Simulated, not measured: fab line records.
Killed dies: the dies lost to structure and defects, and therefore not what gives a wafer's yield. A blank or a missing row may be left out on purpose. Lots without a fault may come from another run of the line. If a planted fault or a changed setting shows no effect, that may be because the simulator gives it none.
Split-lot study	flow n5_finfet	on a route of 1938 steps: 7 lots, 21 wafers read

SPLIT DETAILS
At N5_HKMG_FIN_ETCH_54 (etches SiARC in CF4, target depth 45.5 nm, time 75.8 s), the setting source_w was moved away from the recipe's 545 W on 3 of the 21 wafers read, by -8.3% to +9.7%. This setting was run at the recipe's value on the other wafers.

Reading taken at the split's own step.

THE READING
rf_vpp_V, in V, at N5_HKMG_FIN_ETCH_54 (etches SiARC in CF4, target depth 45.5 nm, time 75.8 s). A value of 184.0 V with a standard deviation of 1 V is what fault-free wafers of this fab line usually give.

wafer	tool, chamber at the split	source_w as run, W	against the recipe	rf_vpp_V, V	against lot-mates on the recipe
L079.3	rie_diel-05, 1	545	recipe	184.4	-
L079.4	rie_diel-05, 0	545	recipe	183.9	-
L079.6	rie_diel-05, 0	545	recipe	185.0	-
L085.1	rie_diel-04, 0	545	recipe	183.2	-
L085.4	rie_diel-04, 0	545	recipe	184.4	-
L085.5	rie_diel-04, 1	545	recipe	183.9	-
L087.2	rie_diel-05, 0	545	recipe	184.2	-
L087.3	rie_diel-05, 1	545	recipe	184.1	-
L087.5	rie_diel-05, 1	545	recipe	182.9	-
L089.3	rie_diel-05, 3	545	recipe	185.4	-
L089.5	rie_diel-05, 3	545	recipe	183.9	-
L089.6	rie_diel-05, 2	545	recipe	185.7	-
L090.2	rie_diel-03, 3	545	recipe	184.3	-
L090.5	rie_diel-03, 0	545	recipe	185.0	-
L090.6	rie_diel-03, 2	597.1	+9.6%	178.9	-5.8
L094.1	rie_diel-05, 2	545	recipe	183.2	-
L094.4	rie_diel-05, 3	500	-8.3%	190.3	+7.9
L094.6	rie_diel-05, 2	545	recipe	181.6	-
L097.2	rie_diel-03, 1	545	recipe	183.9	-
L097.3	rie_diel-03, 0	545	recipe	184.6	-
L097.6	rie_diel-03, 2	597.9	+9.7%	177.4	-6.8

THE FIT
A straight line over all 21 wafers: rf_vpp_V changes by -0.657 V for each +1% of source_w; r = -0.93; the points scatter about the line by 0.96 V.
The same after taking each lot's own level away (the mean of its wafers on the recipe; 21 wafers): -0.743 V for each +1%; r = -0.96; scatter 0.74 V.
Per that fit: largest source_w move, reading shift of 7.2 V.
Measured against the standard deviation above, the lots' own levels, which go from 182.40 to 185.00 V, span 2.6 times it.
So the slope is not independent of the lot-to-lot level: the two fits are not the same.
Check: with one of the wafers moved furthest among these (+9.7%) left out of the fit, the line predicts -7.17 V for it against its lot-mates. It came out at -6.85 V against them.
Tool readings at the split's step, against how far the setting was moved: rf_vpp_V r = -0.93.

THE OTHER SPLITS THESE WAFERS WENT THROUGH
Note: prior to the reading, these wafers also went through further splits. Each is held against what the fit with the lots' levels taken away leaves over:
other split on the same wafers	wafers away from the commonest value	r with rf_vpp_V (lot level and that fit taken away)
N5_DUMMY_GATE_COAT_28 spin_rpm	9	+0.29
N5_SD_EPI_N_COAT_33 spin_rpm	4	-0.10
N5_ILD0_CMP_03 down_force_psi	7	+0.18
N5_ILD0_PRECLEAN_10 time_s	7	+0.19

FILE'S OWN FIT
rf_vpp_V changes by -0.735 V for each +1% of source_w, r = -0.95.
